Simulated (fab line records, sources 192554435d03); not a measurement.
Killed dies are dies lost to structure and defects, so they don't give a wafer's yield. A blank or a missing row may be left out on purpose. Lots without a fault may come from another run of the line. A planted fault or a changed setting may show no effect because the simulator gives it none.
Problem report in the 8D (eight disciplines) form, filled by code | flow n5_finfet | the parts of the form that need people (team, actions taken, sign-off) are left out

1. THE PROBLEM
VT_N_LVT at N5_BEOL_M4_RC_MEAS_101 reads a mean of 123 mV on 1 wafer of 1 lot; wafers without a fault read 100 mV with a standard deviation of 3.3. That is +7.0 standard deviations from the usual mean.
First seen on wafer L867.4, day 11 22:49, on prober-01. The record holds 29 wafers of 10 lots with a number at this step. Rule for "out", or "out of limits": more than 4 standard deviations from the usual mean. The other wafers with a number count as sound.

2. WHAT IT IS AND WHAT IT IS NOT
question                    | is                               | is not
which readings at this step | VT_N_LVT, IOFF_P_LONG, VT_P_LONG | DIBL_N, DIBL_P, IOFF_N, ION_N, ION_P, SS_N, SS_P, VT_N
which lots                  | L867                             | L851, L852, L855, L858, L859, L860, L869, L870, L872
which wafers of those lots  | L867.4                           | L867.3
read on which gauges        | prober-01                        | prober-02
when                        | from day 11 22:49                | up to then (19 sound wafers); but 9 sound wafers of L869, L870, L872 came after

3. SUSPECTS, AND WHAT RULES EACH OUT
Counting: a tool at a process step up to the reading stays a suspect if it ran every lot that is out. Sound lots after the first of them don't rule it out here, since some wafers of a struck lot are sound.
- the gauge at N5_BEOL_M4_RC_MEAS_101: kept. All the wafers that are out were read on prober-01, and no step on other tools shows them out.
- ald_hk-02 at N5_HKMG_FIN_ALD_74 (deposits La2O3, target thk 0.5 nm, pulse time 6 s, co reactant pulse time 1 s): kept. It ran the lot that is out, L867 (day 7 23:35); its last sound lot up to then is L860 (day 6 06:11).
- pvd_sputter-03 at N5_BEOL_M4_SPUTTER_79 (material Cu, target thk 4.5 nm, time 8.29 s): kept. It ran the lot that is out, L867 (day 11 19:52); its last sound lot up to then is L860 (day 9 21:56).
- pvd_sputter-03 at N5_BEOL_M4_SPUTTER_90 (material Cu, target thk 4.5 nm, time 8.29 s): kept. It ran the lot that is out, L867 (day 11 20:45); its last sound lot up to then is L860 (day 9 22:49).
- pvd_sputter-03 at N5_BEOL_M4_ANNEAL_93 (time 240 s): kept. It ran the lot that is out, L867 (day 11 21:03); its last sound lot up to then is L860 (day 9 23:07).
- Within ald_hk-02 at N5_HKMG_FIN_ALD_74: the wafers that are out ran in chamber 1; their sound lot-mates ran in chamber 2.
Left after counting: ald_hk-02 at N5_HKMG_FIN_ALD_74, pvd_sputter-03 at N5_BEOL_M4_SPUTTER_79, pvd_sputter-03 at N5_BEOL_M4_SPUTTER_90, pvd_sputter-03 at N5_BEOL_M4_ANNEAL_93, prober-01 at N5_BEOL_M4_RC_MEAS_101.

4. THE CAUSE (what the simulator had put in)
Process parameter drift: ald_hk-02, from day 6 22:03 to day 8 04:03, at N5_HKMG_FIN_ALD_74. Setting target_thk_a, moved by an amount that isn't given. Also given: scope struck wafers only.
Counting left 5 suspects, and this tool is among them.

5. THE CHAIN OF EFFECTS, in route order
Each row: a reading whose mean over the struck wafers that have a number lies more than 3 standard deviations from the usual. Only readings for which the record gives a usual standard deviation are gone through. hours: the time from each lot's start at the first step in this table that gives one to its start at this step, as a median over the lots. sigmas: the change in usual standard deviations.
hours | step                   | reading     | usual          | on struck wafers | change    | sigmas
0     | N5_BEOL_M4_RC_MEAS_101 | IOFF_P_LONG | 0.000107 nA/um | 0.000156         | +0.000049 | +5.1
0     | N5_BEOL_M4_RC_MEAS_101 | VT_N_LVT    | 100 mV         | 123              | +23       | +7.0
0     | N5_BEOL_M4_RC_MEAS_101 | VT_P_LONG   | -275 mV        | -260             | +15       | +4.2

6. WHAT WOULD HAVE CAUGHT IT SOONER
In this record the first reading out of limits at a measuring or inspecting step was taken at day 11 22:49, 121 hours after the fault began at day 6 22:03.
Of the tool readings at N5_HKMG_FIN_ALD_74 for which the record gives a usual standard deviation, none was out on any struck wafer, so an alarm limit of 4 standard deviations on them would not have fired.
All the lots that are out (1) had begun N5_HKMG_FIN_ALD_74 on ald_hk-02 by day 11 22:49. A hold on the tool at that time would have spared none of them.
